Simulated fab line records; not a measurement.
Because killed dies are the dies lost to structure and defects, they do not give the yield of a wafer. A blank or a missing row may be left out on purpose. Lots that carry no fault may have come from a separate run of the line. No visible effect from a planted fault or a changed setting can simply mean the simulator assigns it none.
Split-lot study :: flow n5Finfet :: 21 wafers read from 7 lots, route of 1938 steps

## THE SPLIT
At N5_PMOS_HMC_CHANNEL_EPI_PEB_07 (peb time 60 s), the setting pebTimeS was moved away from the recipe's 60 s on 8 of the 21 wafers read, by -21.7% to +18.2%. For the rest of the wafers, this setting stayed at what the recipe calls for.

## FROM THE SPLIT ON TO THE READING: in between, the file shows 1 step
- N5_PMOS_HMC_CHANNEL_EPI_DEVELOP_08: develop time 30 s

## THE READING
Shown in nm: cdNm at N5_PMOS_HMC_CHANNEL_EPI_CD_MEAS_09, with target cd 237.4 nm. Fault-free wafers of this fab line usually give 237.4 nm, standard deviation 0.93 nm.

wafer: L074.3
tool, chamber at the split: lithoTrack-03, 0
pebTimeS as run, s: 54.95
against the recipe: -8.4%
cdNm, nm: 234.6
against lot-mates on the recipe: -2.1

wafer: L074.4
tool, chamber at the split: lithoTrack-03, 0
pebTimeS as run, s: 54.95
against the recipe: -8.4%
cdNm, nm: 236.0
against lot-mates on the recipe: -0.7

wafer: L074.6
tool, chamber at the split: lithoTrack-03, 0
pebTimeS as run, s: 60
against the recipe: recipe
cdNm, nm: 236.7
against lot-mates on the recipe: -

wafer: L082.3
tool, chamber at the split: lithoTrack-03, 0
pebTimeS as run, s: 60
against the recipe: recipe
cdNm, nm: 237.4
against lot-mates on the recipe: -

wafer: L082.4
tool, chamber at the split: lithoTrack-03, 0
pebTimeS as run, s: 60
against the recipe: recipe
cdNm, nm: 236.9
against lot-mates on the recipe: -

wafer: L082.5
tool, chamber at the split: lithoTrack-03, 0
pebTimeS as run, s: 60
against the recipe: recipe
cdNm, nm: 236.6
against lot-mates on the recipe: -

wafer: L084.2
tool, chamber at the split: lithoTrack-04, 0
pebTimeS as run, s: 60
against the recipe: recipe
cdNm, nm: 235.7
against lot-mates on the recipe: -

wafer: L084.5
tool, chamber at the split: lithoTrack-04, 0
pebTimeS as run, s: 60
against the recipe: recipe
cdNm, nm: 238.2
against lot-mates on the recipe: -

wafer: L084.6
tool, chamber at the split: lithoTrack-04, 0
pebTimeS as run, s: 60
against the recipe: recipe
cdNm, nm: 236.3
against lot-mates on the recipe: -

wafer: L087.2
tool, chamber at the split: lithoTrack-04, 0
pebTimeS as run, s: 60
against the recipe: recipe
cdNm, nm: 238.5
against lot-mates on the recipe: -

wafer: L087.3
tool, chamber at the split: lithoTrack-04, 0
pebTimeS as run, s: 60
against the recipe: recipe
cdNm, nm: 235.8
against lot-mates on the recipe: -

wafer: L087.4
tool, chamber at the split: lithoTrack-04, 0
pebTimeS as run, s: 60
against the recipe: recipe
cdNm, nm: 236.7
against lot-mates on the recipe: -

wafer: L089.3
tool, chamber at the split: lithoTrack-05, 0
pebTimeS as run, s: 60
against the recipe: recipe
cdNm, nm: 237.4
against lot-mates on the recipe: -

wafer: L089.4
tool, chamber at the split: lithoTrack-05, 0
pebTimeS as run, s: 70.91
against the recipe: +18.2%
cdNm, nm: 244.0
against lot-mates on the recipe: +6.6

wafer: L089.6
tool, chamber at the split: lithoTrack-05, 0
pebTimeS as run, s: 70.91
against the recipe: +18.2%
cdNm, nm: 246.2
against lot-mates on the recipe: +8.8

wafer: L096.1
tool, chamber at the split: lithoTrack-05, 0
pebTimeS as run, s: 60
against the recipe: recipe
cdNm, nm: 238.4
against lot-mates on the recipe: -

wafer: L096.2
tool, chamber at the split: lithoTrack-05, 0
pebTimeS as run, s: 46.97
against the recipe: -21.7%
cdNm, nm: 225.2
against lot-mates on the recipe: -13.2

wafer: L096.6
tool, chamber at the split: lithoTrack-05, 0
pebTimeS as run, s: 46.97
against the recipe: -21.7%
cdNm, nm: 227.2
against lot-mates on the recipe: -11.2

wafer: L097.4
tool, chamber at the split: lithoTrack-03, 0
pebTimeS as run, s: 60
against the recipe: recipe
cdNm, nm: 237.8
against lot-mates on the recipe: -

wafer: L097.5
tool, chamber at the split: lithoTrack-03, 0
pebTimeS as run, s: 70.08
against the recipe: +16.8%
cdNm, nm: 243.8
against lot-mates on the recipe: +6.0

wafer: L097.6
tool, chamber at the split: lithoTrack-03, 0
pebTimeS as run, s: 70.08
against the recipe: +16.8%
cdNm, nm: 242.5
against lot-mates on the recipe: +4.7

THE FIT
A straight line over all 21 wafers: cdNm changes by +0.432 nm for each +1% of pebTimeS; r = +0.97; the points scatter about the line by 1.3 nm.
The same after taking each lot's own level away (the mean of its wafers on the recipe; 21 wafers): +0.44 nm for each +1%; r = +0.95; scatter 1.5 nm.
The reading moves by 9.5 nm for the largest change in pebTimeS, on that fit.
Across the lots, their own levels run from 236.70 to 238.40 nm, a range of 1.8 times the standard deviation given above.
The two slopes agree, so the slope changes little with the lot-to-lot level.
Check: -8.6 nm against its lot-mates is what the line predicts for one of the wafers moved furthest among these (-21.7%) when that wafer is left out of the fit. Against them it came out at -13.2 nm.

## FURTHER SPLITS ON THESE WAFERS
Other splits were also applied to these wafers ahead of the reading. Each is held against what the fit with the lots' levels taken away leaves over:
other split on the same wafers: N5_WELL_APT_COAT_02 spinRpm
wafers away from the commonest value: 6
r with cdNm (lot level and that fit taken away): +0.25

other split on the same wafers: N5_WELL_APT_PEB_06 pebTempC
wafers away from the commonest value: 8
r with cdNm (lot level and that fit taken away): +0.43

## THE WHOLE CHAIN: every reading that the file lists as answering this split, in the file's order
step: N5_PMOS_HMC_CHANNEL_EPI_CD_MEAS_09
what it does: target cd 237.4 nm
reading: cdNm
change (the file's fit): +0.439 nm for each +1% of the setting
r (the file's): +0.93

step: N5_PMOS_HMC_CHANNEL_EPI_DESCUM_14
what it does: chemistry O2, time 7.9 s
reading: PMOS_HMC_CHANNEL_EPI.cdNm (the simulator's own value, which no gauge read)
change (the file's fit): +0.435 nm for each +1% of the setting
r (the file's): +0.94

step: N5_PMOS_HMC_CHANNEL_EPI_ETCH_32
what it does: etches BARC in N2/H2, stops on SiO2, target depth 85.8 nm, time 50.3 s
reading: PMOS_HMC_CHANNEL_EPI.cdNm (the simulator's own value, which no gauge read)
change (the file's fit): +0.436 nm for each +1% of the setting
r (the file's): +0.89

## THE FILE'S OWN FIT
cdNm changes by +0.439 nm for each +1% of pebTimeS, r = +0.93.
